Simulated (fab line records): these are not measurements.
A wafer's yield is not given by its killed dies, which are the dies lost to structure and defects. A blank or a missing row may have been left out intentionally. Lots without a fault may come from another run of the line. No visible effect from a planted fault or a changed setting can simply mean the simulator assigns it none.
Which tool did it? | flow n5-finfet | Sampling: 10 lots, 27 wafers, 4 of 1938 route steps

WHAT THE GAUGES SHOWED, per wafer
The record lacks any reading of a measuring or inspecting step that a usual standard deviation could be used to judge.

WHICH TOOL RAN EACH LOT (tool, then ch and the chambers of the sampled wafers, then the start)
lot  | N5_BEOL_M7_ETCH_61                 | N5_BEOL_M7_ETCH_62                 | N5_BEOL_M7_ETCH_72                 | N5_BEOL_M7_TRENCH_ETCH_37
L518 | rie-diel-01 ch 1,3, day 9 05:10    | rie-diel-01 ch 1,3, day 9 05:13    | rie-diel-04 ch 1,2, day 9 08:44    | rie-diel-04 ch 1,2, no start
L519 | rie-diel-04 ch 0,2, day 9 08:18    | rie-diel-04 ch 0,2, day 9 08:21    | rie-diel-04 ch 0,2, day 9 09:14    | rie-diel-04 ch 0,2, no start
L520 | rie-diel-06 ch 0,2, day 9 16:19    | rie-diel-06 ch 0,2, day 9 16:22    | rie-diel-06 ch 0,1,2, day 9 18:29  | rie-diel-06 ch 0,1,2, no start
L522 | rie-diel-04 ch 0,2,3, day 10 05:53 | rie-diel-04 ch 0,2,3, day 10 05:57 | rie-diel-06 ch 1,2,3, day 10 07:40 | rie-diel-06 ch 1,2,3, no start
L528 | rie-diel-01 ch 0,1, day 11 23:32   | rie-diel-01 ch 0,1, day 11 23:35   | rie-diel-06 ch 1,3, day 12 01:46   | rie-diel-06 ch 1,3, no start
L529 | rie-diel-01 ch 0, day 12 05:53     | rie-diel-01 ch 0, day 12 05:58     | rie-diel-06 ch 0,2, day 12 10:04   | rie-diel-06 ch 0,2, no start
L530 | rie-diel-01 ch 0,1, day 12 10:58   | rie-diel-01 ch 0,1, day 12 11:01   | rie-diel-06 ch 2,3, day 12 13:52   | rie-diel-06 ch 2,3, no start
L532 | rie-diel-06 ch 0,3, day 12 20:14   | rie-diel-06 ch 0,3, day 12 20:17   | rie-diel-01 ch 0,2,3, day 12 21:47 | rie-diel-01 ch 0,2,3, no start
L533 | rie-diel-01 ch 1,2,3, day 12 22:56 | rie-diel-01 ch 1,2,3, day 12 22:59 | rie-diel-01 ch 0,1,3, day 12 23:59 | rie-diel-01 ch 0,1,3, no start
L540 | rie-diel-06 ch 2,3, day 14 20:32   | rie-diel-06 ch 2,3, day 14 20:36   | rie-diel-01 ch 0,1,3, day 14 22:50 | rie-diel-01 ch 0,1,3, no start
- N5_BEOL_M7_ETCH_61: etches SiARC in CF4, target depth 45.5 nm, time 75.8 s.
- N5_BEOL_M7_ETCH_62: etches SOC in N2/H2, target depth 110 nm, overetch 22 nm, time 165 s.
- N5_BEOL_M7_ETCH_72: etches underlayer in N2/H2, target depth 6.5 nm, time 5.2 s.
- N5_BEOL_M7_TRENCH_ETCH_37: etches SiCOH lowk in C4F6/O2, target depth 93.478 nm, time 31.2 s.

WHAT THE TOOLS THEMSELVES READ (means of the sampled wafers that have a number; where no wafer has one, the mark that the record gives instead)
N5_BEOL_M7_ETCH_61.
lot  | tool        | drypump-motor-current-A (A) | etch-rf-on-time-s (s) | oes-product-au (a.u.) | rf-vpp-V (V) | showerhead-plenum-p-Torr (Torr) | throttle-valve-pct (%)
L518 | rie-diel-01 | 6.2                         | 75.6                  | 0.63                  | 184.0        | 2.14                            | 15.75
L519 | rie-diel-04 | 5.7                         | 76.1                  | 0.69                  | 184.5        | 2.18                            | 15.55
L520 | rie-diel-06 | 5.1                         | 74.6                  | 0.73                  | 183.9        | 2.25                            | 15.56
L522 | rie-diel-04 | 5.7                         | 76.7                  | 0.64                  | 184.8        | 2.20                            | 15.66
L528 | rie-diel-01 | 6.3                         | 76.5                  | 0.61                  | 183.7        | 2.08                            | 15.95
L529 | rie-diel-01 | 6.2                         | 77.8                  | 0.58                  | 182.1        | 2.04                            | 16.03
L530 | rie-diel-01 | 6.3                         | 76.9                  | 0.60                  | 182.9        | 2.08                            | 15.95
L532 | rie-diel-06 | 5.8                         | 75.2                  | 0.67                  | 184.9        | 2.16                            | 15.68
L533 | rie-diel-01 | 5.8                         | 75.5                  | 0.71                  | 184.1        | 2.16                            | 15.63
L540 | rie-diel-06 | 5.7                         | 73.4                  | 0.76                  | 184.0        | 2.15                            | 15.41

N5_BEOL_M7_ETCH_62.
lot  | tool        | drypump-motor-current-A (A) | oes-product-au (a.u.) | rf-vpp-V (V) | showerhead-plenum-p-Torr (Torr) | throttle-valve-pct (%)
L518 | rie-diel-01 | 6.2                         | 0.63                  | 523          | 2.53                            | 17.98
L519 | rie-diel-04 | 5.7                         | 0.69                  | 526          | 2.58                            | 17.61
L520 | rie-diel-06 | 5.1                         | 0.72                  | 527          | 2.68                            | 17.76
L522 | rie-diel-04 | 5.7                         | 0.64                  | 525          | 2.59                            | 17.74
L528 | rie-diel-01 | 6.3                         | 0.61                  | 520          | 2.46                            | 18.11
L529 | rie-diel-01 | 6.2                         | 0.59                  | 521          | 2.39                            | 18.13
L530 | rie-diel-01 | 6.3                         | 0.61                  | 521          | 2.46                            | 18.10
L532 | rie-diel-06 | 5.8                         | 0.66                  | 524          | 2.57                            | 17.89
L533 | rie-diel-01 | 5.8                         | 0.70                  | 524          | 2.56                            | 17.79
L540 | rie-diel-06 | 5.7                         | 0.73                  | 525          | 2.55                            | 17.61

N5_BEOL_M7_ETCH_72.
lot  | tool        | drypump-motor-current-A (A) | etch-rf-on-time-s (s) | oes-product-au (a.u.) | rf-vpp-V (V) | showerhead-plenum-p-Torr (Torr) | throttle-valve-pct (%)
L518 | rie-diel-04 | 5.6                         | 5.18                  | 0.64                  | 524          | 2.60                            | 18.18
L519 | rie-diel-04 | 5.7                         | 5.27                  | 0.68                  | 524          | 2.58                            | 17.65
L520 | rie-diel-06 | 5.3                         | 5.18                  | 0.68                  | 524          | 2.57                            | 17.86
L522 | rie-diel-06 | 5.5                         | 5.08                  | 0.68                  | 524          | 2.52                            | 17.86
L528 | rie-diel-06 | 5.9                         | 6.61                  | 0.64                  | 520          | 2.42                            | 17.70
L529 | rie-diel-06 | 5.2                         | 5.98                  | 0.64                  | 527          | 2.66                            | 17.89
L530 | rie-diel-06 | 5.5                         | 6.52                  | 0.68                  | 525          | 2.60                            | 17.62
L532 | rie-diel-01 | 5.7                         | 5.26                  | 0.69                  | 525          | 2.51                            | 17.85
L533 | rie-diel-01 | 6.2                         | 5.21                  | 0.68                  | 522          | 2.48                            | 17.93
L540 | rie-diel-01 | 6.2                         | 5.17                  | 0.66                  | 522          | 2.47                            | 17.95

N5_BEOL_M7_TRENCH_ETCH_37.
lot  | tool        | drypump-motor-current-A (A) | oes-product-au (a.u.) | rf-vpp-V (V) | showerhead-plenum-p-Torr (Torr) | throttle-valve-pct (%)
L518 | rie-diel-04 | 5.6                         | 0.74                  | 668          | 2.90                            | 21.12
L519 | rie-diel-04 | 5.7                         | 0.80                  | 660          | 2.90                            | 20.83
L520 | rie-diel-06 | 5.3                         | 0.80                  | 667          | 2.86                            | 20.85
L522 | rie-diel-06 | 5.5                         | 0.80                  | 665          | 2.81                            | 20.85
L528 | rie-diel-06 | 5.8                         | 0.85                  | 666          | 2.71                            | 20.71
L529 | rie-diel-06 | 5.2                         | 0.79                  | 663          | 2.96                            | 20.96
L530 | rie-diel-06 | 5.4                         | 0.91                  | 662          | 2.90                            | 20.72
L532 | rie-diel-01 | 5.7                         | 0.81                  | 669          | 2.83                            | 21.01
L533 | rie-diel-01 | 6.2                         | 0.81                  | 672          | 2.77                            | 20.97
L540 | rie-diel-01 | 6.2                         | 0.78                  | 671          | 2.77                            | 21.00

THE ANSWER, worked out from the rows above alone
Rule: what is usual is taken from the lots themselves. The widest of any qualifying gaps counts: lots, ordered by their means at a reading, are off when they make up no more than a third of the lots, leave a main group of 4 or more, and stand apart from it by 3 or more times the standard deviation of that group's means. A main group is skipped when, at the precision printed for the reading in the tables above, its means are all equal. Also off: a lot with no number at a reading for which 4 or more lots have one. Where the step has rows for the other lots, those lots are counted as sound. First the gauges in route order, then the tools' own readings, where a lot's mean is used as printed above. The first step at which some lot is off is used, and at that step the reading that is off furthest; a lot without a number counts as furthest.
Off at N5_BEOL_M7_ETCH_72 (etch-rf-on-time-s): L528, L529, L530. The main group has a mean of 5.19 s with a standard deviation of 0.059.
If a tool, at that step or one of the process steps before it, ran each lot that is off and ran no sound lot following the first of them, it fits. One fits: rie-diel-06 at N5_BEOL_M7_ETCH_72. Its last sound lot is L522 (day 10 07:40), its first lot that is off L528 (day 12 01:46): a fault that began between those two fits.
On the lots that are off, the tool's own readings at N5_BEOL_M7_ETCH_72 differ by more than 5 times the standard deviation of the sound lots' means, which bears it out; etch-rf-on-time-s reads 6.37 s there versus 5.19 s on the sound lots.

WHAT THE SIMULATOR HAD PUT IN
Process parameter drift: rie-diel-06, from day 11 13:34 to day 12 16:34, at N5_BEOL_M7_ETCH_72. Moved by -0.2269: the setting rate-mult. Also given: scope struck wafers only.
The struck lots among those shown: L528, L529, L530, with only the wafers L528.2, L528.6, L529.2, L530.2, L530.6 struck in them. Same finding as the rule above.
